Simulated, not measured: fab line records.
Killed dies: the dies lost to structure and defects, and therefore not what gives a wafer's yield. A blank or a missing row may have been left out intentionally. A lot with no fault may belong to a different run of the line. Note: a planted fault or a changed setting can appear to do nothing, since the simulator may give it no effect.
What tool caused it? :: flow n5Finfet :: Sampling: 11 lots, 32 wafers, 2 of 1938 route steps

== WHAT THE GAUGES READ, wafer by wafer ==
N5_MOL_CONTACT_COAG_OVL_MEAS_85.
lot: L120
measured: day 5 11:55
on: overlay-01
VG_OVL (nm): -1.1 -0.7

lot: L121
measured: day 5 14:26
on: overlay-02
VG_OVL (nm): -0.6 -0.2 -0.7

lot: L122
measured: day 5 19:26
on: overlay-02
VG_OVL (nm): -0.6 -1.3 -1.4

lot: L123
measured: day 5 19:52
on: overlay-02
VG_OVL (nm): 0.2 -0.1 -0.1

lot: L130
measured: day 7 15:20
on: overlay-02
VG_OVL (nm): 0.8 0.3 0.0

lot: L132
measured: day 8 02:14
on: overlay-02
VG_OVL (nm): -0.3 1.0 -0.4

lot: L133
measured: day 8 07:28
on: overlay-01
VG_OVL (nm): -0.5 -0.7 -2.6

lot: L137
measured: day 9 08:47
on: overlay-01
VG_OVL (nm): -1.2 -0.7 -2.2

lot: L141
measured: day 10 06:40
on: overlay-01
VG_OVL (nm): -0.7 0.3 1.0

lot: L142
measured: day 10 13:15
on: overlay-01
VG_OVL (nm): 0.5 1.0 -0.3

lot: L143
measured: day 10 19:32
on: overlay-02
VG_OVL (nm): 0.5 0.2 0.8

== WHICH TOOL RAN EACH LOT (tool, then ch and the chambers of the sampled wafers, then the start) ==
lot: L120
N5_MOL_CONTACT_COAG_SPUTTER_130: pvdSputter-03, day 5 07:37

lot: L121
N5_MOL_CONTACT_COAG_SPUTTER_130: pvdSputter-03, day 5 10:32

lot: L122
N5_MOL_CONTACT_COAG_SPUTTER_130: pvdSputter-01, day 5 15:20

lot: L123
N5_MOL_CONTACT_COAG_SPUTTER_130: pvdSputter-01, day 5 15:41

lot: L130
N5_MOL_CONTACT_COAG_SPUTTER_130: pvdSputter-01, day 7 11:25

lot: L132
N5_MOL_CONTACT_COAG_SPUTTER_130: pvdSputter-01, day 7 21:36

lot: L133
N5_MOL_CONTACT_COAG_SPUTTER_130: pvdSputter-02, day 8 03:34

lot: L137
N5_MOL_CONTACT_COAG_SPUTTER_130: pvdSputter-03, day 9 05:00

lot: L141
N5_MOL_CONTACT_COAG_SPUTTER_130: pvdSputter-01, day 10 02:46

lot: L142
N5_MOL_CONTACT_COAG_SPUTTER_130: pvdSputter-02, day 10 09:28

lot: L143
N5_MOL_CONTACT_COAG_SPUTTER_130: pvdSputter-02, day 10 15:44
- N5_MOL_CONTACT_COAG_SPUTTER_130: material Co, target thk 47.5 nm.

== THE ANSWER, worked out from the rows above alone ==
Rule: usual is defined by the lots themselves. Put in order of their means at a reading, lots are off if they are a third of the lots or fewer, leave a main group of 4 or more, and stand apart from it by a gap of 3 or more times the standard deviation of the main group's means; of several such gaps the widest counts. A main group is skipped when, at the precision printed for the reading in the tables above, its means are all equal. A lot without any number at a reading at which 4 lots or more have one is off too. The other lots that the step has rows for count as sound.
No lot is off at any reading shown: from this, nothing can be told.

== WHAT WAS PUT IN BY THE SIMULATOR ==
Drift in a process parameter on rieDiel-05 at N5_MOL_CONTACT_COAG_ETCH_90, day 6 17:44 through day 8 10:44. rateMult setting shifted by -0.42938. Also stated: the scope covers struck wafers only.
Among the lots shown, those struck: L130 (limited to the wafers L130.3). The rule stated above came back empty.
